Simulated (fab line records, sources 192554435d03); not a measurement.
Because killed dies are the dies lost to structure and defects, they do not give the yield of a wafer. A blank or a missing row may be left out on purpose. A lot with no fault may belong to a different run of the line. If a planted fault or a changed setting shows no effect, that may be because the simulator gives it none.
Which tool did it?    flow n5Finfet    21 wafers from 7 lots sampled at 8 of the route's 1938 steps

== WHAT THE GAUGES READ, wafer by wafer ==
N5_BEOL_M5_OVL_MEAS_29. Usual: for V4_OVL the level is 0.2 nm and the standard deviation is 0.75.
lot   measured      on          V4_OVL (nm)    flag
L422  day 9 18:26   overlay-01  -0.3 0.2 -0.4  
L424  day 10 13:08  overlay-01  -0.2 -0.1 0.0  
L428  day 11 00:13  overlay-01  1.0 -0.3 0.5   
L425  day 11 00:23  overlay-01  0.8 -0.2 -0.9  
L430  day 11 18:10  overlay-02  0.5 0.5 0.5    
L437  day 13 03:28  overlay-01  0.1 0.1 1.9    
L440  day 13 23:37  overlay-02  0.4 0.8 0.5    

N5_BEOL_M5_OCD_MEAS_38. Usual: trenchDepthNm reads 71.5 nm (standard deviation 1.1).
lot   measured      on      trenchDepthNm (nm)  flag
L422  day 9 19:14   ocd-02  71.6 69.6 71.9      
L424  day 10 14:19  ocd-02  73.2 70.3 72.0      
L428  day 11 00:43  ocd-02  80.7 70.3 71.3      
L425  day 11 01:13  ocd-01  70.0 70.2 81.1      
L430  day 11 19:05  ocd-02  71.8 70.1 79.9      
L437  day 13 04:09  ocd-01  70.3 72.2 70.5      
L440  day 14 00:24  ocd-02  72.7 70.4 70.4      

N5_BEOL_M5_THK_MEAS_53: measures by xrf. Usual: for M5_THK the level is 63.2 nm and the standard deviation is 1.7.
lot   measured      on            M5_THK (nm)     flag
L422  day 10 03:28  filmMetro-02  64.2 61.6 65.2  
L424  day 10 22:10  filmMetro-02  66.0 64.3 65.8  
L428  day 11 07:33  filmMetro-02  70.9 62.0 63.3  
L425  day 11 07:43  filmMetro-02  62.2 61.7 72.5  
L430  day 12 02:25  filmMetro-02  62.6 60.9 73.5  
L437  day 13 11:21  filmMetro-02  59.2 63.3 62.1  
L440  day 14 07:14  filmMetro-01  66.1 60.6 61.4  

N5_BEOL_M5_RS_MEAS_57: a four-point-probe measurement. Usual: for M5_RS the level is 0.387 ohm/sq and the standard deviation is 0.012.
lot   measured      on            M5_RS (ohm/sq)     flag
L422  day 10 03:44  filmMetro-02  0.380 0.398 0.372  
L424  day 10 22:28  filmMetro-02  0.375 0.387 0.376  
L428  day 11 07:49  filmMetro-01  0.336 0.398 0.385  
L425  day 11 07:58  filmMetro-01  0.394 0.399 0.329  
L430  day 12 02:40  filmMetro-01  0.394 0.407 0.327  
L437  day 13 11:38  filmMetro-02  0.421 0.389 0.398  
L440  day 14 07:30  filmMetro-02  0.367 0.406 0.401  

N5_BEOL_M15_RC_MEAS_101. Usual: COMB_M10 1.47e-11 S/m, standard deviation 2.9e-12; COMB_M11 1.48e-11 S/m, standard deviation 2.9e-12; COMB_M12 6.6e-12 S/m, standard deviation 1.3e-12; COMB_M13 5.4e-12 S/m, standard deviation 1.3e-12; COMB_M14 4.1e-12 S/m, standard deviation 8e-13; COMB_M15 2.9e-12 S/m, standard deviation 7e-13; COMB_M5 3.6e-11 S/m, standard deviation 7.9e-12; COMB_M6 2.6e-11 S/m, standard deviation 6.4e-12; COMB_M7 2.6e-11 S/m, standard deviation 5.1e-12; COMB_M8 2.6e-11 S/m, standard deviation 5.1e-12; COMB_M9 1.5e-11 S/m, standard deviation 3.2e-12; COMB_M9_max_site 2.2e-11 S/m, standard deviation 5e-12; SERP_M10 3.08 ohm/um, standard deviation 0.077; SERP_M11 3.08 ohm/um, standard deviation 0.077; SERP_M11_max_site 3.18 ohm/um, standard deviation 0.068; SERP_M12 0.639 ohm/um, standard deviation 0.014; SERP_M13 0.309 ohm/um, standard deviation 0.0055; SERP_M14 0.162 ohm/um, standard deviation 0.0031; SERP_M5 38.9 ohm/um, standard deviation 1.3; SERP_M5_max_site 40.5 ohm/um, standard deviation 1.6; SERP_M6 13.8 ohm/um, standard deviation 0.46; SERP_M7 13.9 ohm/um, standard deviation 0.5; SERP_M8 13.8 ohm/um, standard deviation 0.51; SERP_M9 3.07 ohm/um, standard deviation 0.085.
lot   measured      on         COMB_M10 (S/m)              COMB_M11 (S/m)              COMB_M12 (S/m)           COMB_M13 (S/m)           COMB_M14 (S/m)           COMB_M15 (S/m)           COMB_M5 (S/m)            COMB_M6 (S/m)            COMB_M7 (S/m)            COMB_M8 (S/m)            COMB_M9 (S/m)            COMB_M9_max_site (S/m)   SERP_M10 (ohm/um)  SERP_M11 (ohm/um)  SERP_M11_max_site (ohm/um)  SERP_M12 (ohm/um)  SERP_M13 (ohm/um)  SERP_M14 (ohm/um)  SERP_M5 (ohm/um)  SERP_M5_max_site (ohm/um)  SERP_M6 (ohm/um)  SERP_M7 (ohm/um)  SERP_M8 (ohm/um)  SERP_M9 (ohm/um)  flag
L422  day 13 07:25  prober-02  1.28e-11 1.8e-11 1.43e-11   1.52e-11 1.35e-11 1.38e-11  6.2e-12 7.4e-12 6.3e-12  8.7e-12 6.9e-12 5.4e-12  4.8e-12 4.2e-12 4.7e-12  3.4e-12 3.3e-12 2.8e-12  2.8e-11 3.3e-11 4e-11    2.3e-11 2.7e-11 2.7e-11  2.9e-11 2.5e-11 2.7e-11  2.8e-11 3.8e-11 3e-11    1.7e-11 1.4e-11 1.3e-11  2.6e-11 1.8e-11 2.8e-11  3.07 2.95 3.00     3.00 2.96 3.03     3.21 3.11 3.13              0.644 0.641 0.632  0.311 0.311 0.302  0.164 0.158 0.159  37.5 40.9 36.9    39.0 43.8 38.2             13.7 13.6 13.0    14.2 13.9 14.1    13.8 13.3 14.5    3.15 3.15 3.10    
L424  day 14 07:02  prober-02  1.92e-11 1.68e-11 1.55e-11  1.62e-11 1.57e-11 1.26e-11  5.2e-12 6.2e-12 6.9e-12  6e-12 6.5e-12 6.1e-12    5.3e-12 5.2e-12 3.9e-12  3.5e-12 3.7e-12 3.8e-12  3.3e-11 2.9e-11 3e-11    2.1e-11 2.4e-11 3.2e-11  2.9e-11 2.5e-11 3.5e-11  2.3e-11 2.6e-11 3.2e-11  1.3e-11 1.3e-11 1.1e-11  1.8e-11 2.2e-11 1.8e-11  3.01 3.07 3.08     3.04 3.03 2.98     3.12 3.12 3.15              0.655 0.624 0.634  0.317 0.313 0.308  0.163 0.162 0.162  39.3 40.0 38.9    41.2 41.7 39.6             14.3 14.4 14.4    13.6 13.9 14.4    14.6 14.5 14.1    3.18 3.16 3.06    
L428  day 14 16:26  prober-02  1.63e-11 1.55e-11 1.49e-11  1.49e-11 1.51e-11 1.91e-11  5.6e-12 6.1e-12 6e-12    4.2e-12 4.3e-12 6.5e-12  3.6e-12 5.1e-12 3.1e-12  3.3e-12 3.4e-12 3.5e-12  3.8e-11 5e-11 3.7e-11    2.8e-11 2.4e-11 2.6e-11  3.3e-11 2.6e-11 2.2e-11  2.7e-11 3.1e-11 2.4e-11  1.3e-11 1.6e-11 2e-11    2e-11 2.3e-11 3.6e-11    3.09 3.25 3.21     3.10 3.16 3.11     3.24 3.21 3.17              0.660 0.663 0.676  0.303 0.305 0.302  0.160 0.165 0.158  35.1 40.6 37.8    36.4 41.5 38.1             14.1 14.1 14.4    13.6 14.1 13.7    13.4 12.9 13.5    3.09 3.12 3.18    
L425  day 14 08:46  prober-01  1.68e-11 1.25e-11 1.19e-11  1.23e-11 1.45e-11 1.57e-11  5.3e-12 5.2e-12 3.7e-12  4.4e-12 3.2e-12 4.6e-12  4e-12 2.8e-12 2.5e-12    2.9e-12 1.9e-12 2.7e-12  2.4e-11 2.6e-11 2.5e-11  2.2e-11 2.3e-11 2.7e-11  2.2e-11 2e-11 2.2e-11    2.7e-11 2.8e-11 3.2e-11  1.3e-11 1.3e-11 1.5e-11  2.1e-11 1.8e-11 2.3e-11  3.07 3.09 3.24     3.14 3.04 3.19     3.20 3.11 3.36              0.622 0.633 0.612  0.312 0.300 0.313  0.160 0.158 0.157  39.2 38.5 33.2    40.1 41.2 35.6             13.3 13.7 13.7    14.3 14.8 14.5    13.3 14.3 13.9    3.10 3.19 3.15    
L430  day 15 09:38  prober-02  1.39e-11 1.73e-11 1.64e-11  1.18e-11 1.46e-11 1.02e-11  9.4e-12 5.5e-12 8e-12    4.8e-12 5.2e-12 4.3e-12  4.4e-12 4.6e-12 5.1e-12  3.6e-12 4.8e-12 3.5e-12  2.3e-11 2.7e-11 2.6e-11  2.6e-11 2.3e-11 3.3e-11  3e-11 2.2e-11 3.2e-11    1.5e-11 2.6e-11 2.5e-11  1.5e-11 1.7e-11 1.2e-11  1.9e-11 2.3e-11 1.9e-11  2.99 2.96 3.02     3.11 3.19 3.21     3.30 3.32 3.30              0.629 0.657 0.619  0.317 0.313 0.309  0.162 0.161 0.171  38.2 40.6 32.4    40.6 42.9 33.6             14.5 13.6 13.6    13.3 13.8 13.3    14.0 13.6 13.8    3.02 3.00 3.09    
L437  day 17 00:22  prober-02  1.83e-11 1.44e-11 1.33e-11  1.3e-11 1.37e-11 1.38e-11   5.5e-12 8.3e-12 6.7e-12  6.4e-12 4.7e-12 5.2e-12  3.6e-12 4.1e-12 4.3e-12  2.8e-12 2.9e-12 2.6e-12  3.2e-11 3.5e-11 2.8e-11  2.7e-11 2.1e-11 3.3e-11  1.6e-11 2.3e-11 2.4e-11  2.2e-11 3.4e-11 2.6e-11  1.3e-11 2e-11 1.5e-11    1.9e-11 2.9e-11 2.1e-11  3.06 3.13 3.03     3.01 3.09 3.12     3.14 3.13 3.19              0.630 0.649 0.640  0.304 0.301 0.303  0.160 0.159 0.160  42.3 39.0 41.2    43.4 41.0 42.7             13.5 13.3 14.1    14.4 13.9 14.1    13.6 14.5 14.0    2.93 3.09 3.10    
L440  day 17 13:16  prober-01  1.43e-11 1.29e-11 1.17e-11  1.46e-11 1.58e-11 1.56e-11  5.7e-12 7.6e-12 5.3e-12  5e-12 4.4e-12 3.4e-12    4e-12 3.7e-12 4.7e-12    2.5e-12 1.6e-12 3.9e-12  4.2e-11 6.1e-11 4.4e-11  4.7e-11 3.3e-11 3.2e-11  2.2e-11 2.1e-11 2.6e-11  2.6e-11 2.8e-11 2.7e-11  1.7e-11 1.3e-11 1.3e-11  2.4e-11 1.8e-11 1.8e-11  3.16 3.08 3.14     2.90 3.11 3.05     2.97 3.22 3.11              0.653 0.624 0.622  0.308 0.306 0.303  0.163 0.156 0.165  37.1 39.8 42.2    39.9 41.5 43.5             14.3 13.8 14.0    14.4 14.5 14.0    14.1 14.2 14.2    3.17 3.05 3.09    

== WHICH TOOL RAN EACH LOT (tool, then ch and the chambers of the sampled wafers, then the start) ==
lot   N5_BEOL_M5_TRENCH_ETCH_37          N5_BEOL_M5_DEGAS_44          N5_BEOL_M5_SPUTTER_48
L422  rieDiel-06 ch 0,1,3, day 9 19:05   pvdSputter-01, day 9 19:52   pvdSputter-03, day 9 22:11
L424  rieDiel-06 ch 0,1,3, day 10 14:09  pvdSputter-02, day 10 16:26  pvdSputter-03, day 10 17:02
L428  rieDiel-06 ch 0,1,2, day 11 00:34  pvdSputter-01, day 11 01:37  pvdSputter-01, day 11 02:24
L425  rieDiel-06 ch 0,1,2, day 11 01:03  pvdSputter-01, day 11 01:47  pvdSputter-03, day 11 02:25
L430  rieDiel-06 ch 0,1,3, day 11 18:56  pvdSputter-03, day 11 20:18  pvdSputter-03, day 11 21:11
L437  rieDiel-05 ch 0,1,2, day 13 04:00  pvdSputter-02, day 13 05:25  pvdSputter-02, day 13 06:12
L440  rieDiel-02 ch 0,1,2, day 14 00:15  pvdSputter-02, day 14 01:13  pvdSputter-02, day 14 02:06
- N5_BEOL_M5_TRENCH_ETCH_37: etches SiCOH lowk in C4F6/O2, target depth 71.652 nm, time 24.7 s.
- N5_BEOL_M5_DEGAS_44: time 60 s.
- N5_BEOL_M5_SPUTTER_48: material Cu, target thk 15 nm, time 27.62 s.

== WHAT THE TOOLS THEMSELVES READ (means of the sampled wafers that have a number; where no wafer has one, the mark that the record gives instead) ==
N5_BEOL_M5_TRENCH_ETCH_37. Usual: chamberPressureMTorr 30.000 mTorr, standard deviation 0.027; drypumpMotorCurrentA 5.8 A, standard deviation 0.48; oesProductAu 0.80 a.u., standard deviation 0.083; rfVppV 663 V, standard deviation 4.5; showerheadPlenumPTorr 2.87 Torr, standard deviation 0.096; throttleValvePct 20.95 %, standard deviation 0.24.
lot   tool        chamberPressureMTorr (mTorr)  drypumpMotorCurrentA (A)  oesProductAu (a.u.)  rfVppV (V)  showerheadPlenumPTorr (Torr)  throttleValvePct (%)  flag
L422  rieDiel-06  30.014                        5.9                       0.80                 661         2.79                          20.82                 
L424  rieDiel-06  30.010                        5.9                       0.80                 660         2.79                          20.83                 
L428  rieDiel-06  29.962                        5.9                       0.79                 663         2.82                          20.89                 
L425  rieDiel-06  30.008                        5.9                       0.79                 665         2.82                          20.89                 
L430  rieDiel-06  30.014                        5.9                       0.80                 660         2.78                          20.84                 
L437  rieDiel-05  30.001                        5.6                       0.78                 664         2.85                          21.00                 
L440  rieDiel-02  29.999                        5.3                       0.78                 658         2.89                          21.00                 

N5_BEOL_M5_DEGAS_44. Usual: heaterPowerW reads 326 W (standard deviation 27).
lot   tool           heaterPowerW (W)  flag
L422  pvdSputter-01  330               
L424  pvdSputter-02  340               
L428  pvdSputter-01  299               
L425  pvdSputter-01  309               
L430  pvdSputter-03  322               
L437  pvdSputter-02  336               
L440  pvdSputter-02  345               

N5_BEOL_M5_SPUTTER_48. Usual: chuckSensorTempC -16.2 C, standard deviation 0.45; throttleValvePct 29.6 %, standard deviation 1.1.
lot   tool           chuckSensorTempC (C)  throttleValvePct (%)  flag
L422  pvdSputter-03  -15.9                 29.0                  
L424  pvdSputter-03  -16.2                 30.1                  
L428  pvdSputter-01  -16.0                 29.8                  
L425  pvdSputter-03  -16.3                 29.9                  
L430  pvdSputter-03  -16.4                 28.9                  
L437  pvdSputter-02  -16.2                 29.2                  
L440  pvdSputter-02  -16.7                 29.7                  

== THE ANSWER, worked out from the rows above alone ==
Rule: a lot is off if the mean of its wafers that have a number lies more than 3 standard deviations from the usual mean. A lot without any number at a reading at which 4 lots or more have one is off too. The other lots that the step has rows for count as sound. The gauges are gone through in route order, then the tools' own readings, and for those a lot's mean is taken as printed above. The first step at which some lot is off is used, and at that step the reading that is off furthest; a lot without a number counts as furthest.
No lot is off at any reading shown: from this, nothing can be told.

== WHAT THE SIMULATOR HAD INSERTED ==
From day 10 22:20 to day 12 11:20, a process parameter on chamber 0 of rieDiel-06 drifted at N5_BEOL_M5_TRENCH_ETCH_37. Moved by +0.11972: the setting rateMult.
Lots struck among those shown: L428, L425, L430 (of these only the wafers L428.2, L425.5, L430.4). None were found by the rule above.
